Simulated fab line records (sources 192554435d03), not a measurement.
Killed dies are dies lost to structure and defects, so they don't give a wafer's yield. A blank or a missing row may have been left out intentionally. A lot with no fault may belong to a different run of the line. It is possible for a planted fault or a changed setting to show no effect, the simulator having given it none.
Comparing a struck lot with a sound one :: flow n5-finfet :: 17 out of 1938 route steps
Sound: the wafers L707.1, L707.2, L707.3. Struck: wafer L718.2 (left out: L718.4, a lot-mate that was not struck); the cause follows at the end.
For every step that has rows: the tool of each side, followed by ch and its chambers, followed by its first start. Under that, the readings that differ: sound wafers :: struck wafers :: difference of the means :: sigmas: that difference in standard deviations of wafers without a fault.
alike: readings with means less than 2 such deviations apart, plus words and numbers identical on both sides. not compared: withheld readings, readings lacking a value on some wafer, bounds such as >300 that could conceal the same value, and numbers that have no deviation in the record and whose values overlap.
Wherever a step has rows on one side only, a row that says differs or no value, or a row with sigmas, the two part there. Numbers that don't overlap but have no deviation are shown without sigmas and don't part them. Lack of a reading on every wafer of one side parts them only where that side has two or more wafers.

N5_FIN_SAQP_INSPECT_18: inspects for defects (brightfield).
  sound on defect-inspect-02 at day 3 03:42; struck on defect-inspect-01 at day 5 22:38
reading: raw-defect-count
sound: 595 759 534
struck: 371
difference: -258
sigmas: -2
N5_FIN_SAQP_DESCUM_21: chemistry O2, time 7.9 s.
  sound on rie-diel-04 ch 1,2,3, day 3 03:44; struck on rie-diel-03 ch 1, day 5 22:40
reading: rf-hours-counter-h (h)
sound: 236 215 50
struck: 34
difference: -133
sigmas: 

reading: rf-vpp-V (V)
sound: 240.2 240.5 243.8
struck: 246.6
difference: +5.1
sigmas: +3

reading: showerhead-plenum-p-Torr (Torr)
sound: 1.98 1.98 2.14
struck: 2.22
difference: +0.19
sigmas: +2
  alike: drypump-motor-current-A, o2-flow-sccm, oes-product-au, throttle-valve-pct
then, 6 steps without rows for these wafers: N5_FIN_SAQP_ETCH_51 (etches SiARC in CF4, target depth 45.5 nm, time 75.8 s); N5_FIN_SAQP_ETCH_52 (etches SOC in N2/H2, target depth 100 nm, overetch 20 nm, time 150 s); N5_FIN_SAQP_STRIP_53 (strips in N2/H2); N5_FIN_SAQP_HM_OPEN_73 (chemistry CHF3/O2, target SiO2, stops on a-Si, target depth 12 nm, time 16.8 s); N5_FIN_SAQP_STRIP_74 (strips in CHF3/O2); N5_FIN_SAQP_MANDREL_ETCH_22 (etches a-Si in HBr/Cl2, stops on SiNx, target depth 60 nm, bt time 10 s, time 30 s).
N5_FIN_SAQP_STRIP_55: strips in N2/H2.
  sound on rie-diel-04 ch 1,2,3, day 3 04:07; struck on rie-diel-01 ch 1, day 5 23:10
reading: rf-hours-counter-h (h)
sound: 237 50 215
struck: 19
difference: -148
sigmas: 

reading: showerhead-plenum-p-Torr (Torr)
sound: 3.19 3.40 3.19
struck: 3.57
difference: +0.31
sigmas: +2
  alike: drypump-motor-current-A, n2-flow-sccm, oes-product-au, rf-vpp-V, throttle-valve-pct
then, 2 steps without rows for these wafers: N5_FIN_SAQP_STRIP_23 (strips in SPM, time 750 s); N5_FIN_SAQP_SRD_66 (time 30 s).
N5_FIN_SAQP_RECESS_75: chemistry HF/NH3, target SiO2, target depth 14.4 nm, afs cycles 3, sublimation time 60 s.
  sound on vapor-etch-02 ch 0,1, day 3 04:26; struck on vapor-etch-02 ch 1, day 5 23:29
  alike: drypump-motor-current-A
N5_FIN_SAQP_SPACER1_ALD_24: deposits SiO2, target thk 20.3 nm, pulse time 1 s, purge time 2 s.
  sound on ald-sin-04 ch 0,1,2, day 3 04:49; struck on ald-sin-04 ch 1, day 5 23:52
reading: ald-cycles
sound: 218 218 218
struck: 148
difference: -70
sigmas: 

reading: model.SiO2_of_FIN_SAQP_SPACER1_ALD_24.thk-nm (nm)
sound: 20.4 20.4 20.2
struck: 13.8
difference: -6.5
sigmas: 
  alike: heater-power-w, precursor-pulse-height-rel
N5_FIN_SAQP_SPACER1_ETCHBACK_25: etches SiO2 in CHF3/O2, target depth 24.4 nm, time 12.2 s.
  sound on rie-diel-04 ch 1,2,3, day 3 05:52; struck on rie-diel-03 ch 2, day 6 00:35
  alike: drypump-motor-current-A, oes_ar_750_au, oes_f_703_au, oes-product-au, rf-vpp-V, showerhead-plenum-p-Torr, throttle-valve-pct
  not compared: rf-hours-counter-h
N5_FIN_SAQP_MANDREL1_REMOVE_56: chemistry HBr/Cl2/O2, target a-Si, stops on SiNx, bt time 10 s.
  sound on rie-si-04 ch 1,2,3, day 3 05:57; struck on rie-si-05 ch 1, day 6 00:41
reading: model.FIN_SAQP.cd-nm (nm)
sound: 20.2 20.4 20.2
struck: 13.6
difference: -6.7
sigmas: 
  alike: drypump-motor-current-A, mfc-cl2-sccm, oes-product-au, throttle-valve-pct
  not compared: rf-hours-counter-h
N5_FIN_SAQP_CD_MEAS_27 targets a cd of 20 nm.
  sound on cd-sem-02 ch 0, day 3 06:04; struck on cd-sem-03 ch 0, day 6 00:47
reading: cd-nm (nm)
sound: 20.12 20.64 20.08
struck: 13.73
difference: -6.55
sigmas: -28
N5_FIN_SAQP_ETCH_57: etches SiNx in CH3F/O2, target depth 32.5 nm, time 46.4 s.
  sound on rie-diel-01 ch 0,2,3, day 3 06:07; struck on rie-diel-03 ch 0, day 6 00:50
  alike: drypump-motor-current-A, etch-rf-on-time-s, oes_ar_750_au, oes_f_703_au, oes-product-au, rf-vpp-V, showerhead-plenum-p-Torr, throttle-valve-pct
  not compared: rf-hours-counter-h

## WHERE THEY PART
Earliest at N5_FIN_SAQP_INSPECT_18; latest, in this record, at N5_FIN_SAQP_CD_MEAS_27. Later steps at which nothing parts them and some readings are alike: N5_FIN_SAQP_ETCH_57.

WHY: whatever the simulator had introduced
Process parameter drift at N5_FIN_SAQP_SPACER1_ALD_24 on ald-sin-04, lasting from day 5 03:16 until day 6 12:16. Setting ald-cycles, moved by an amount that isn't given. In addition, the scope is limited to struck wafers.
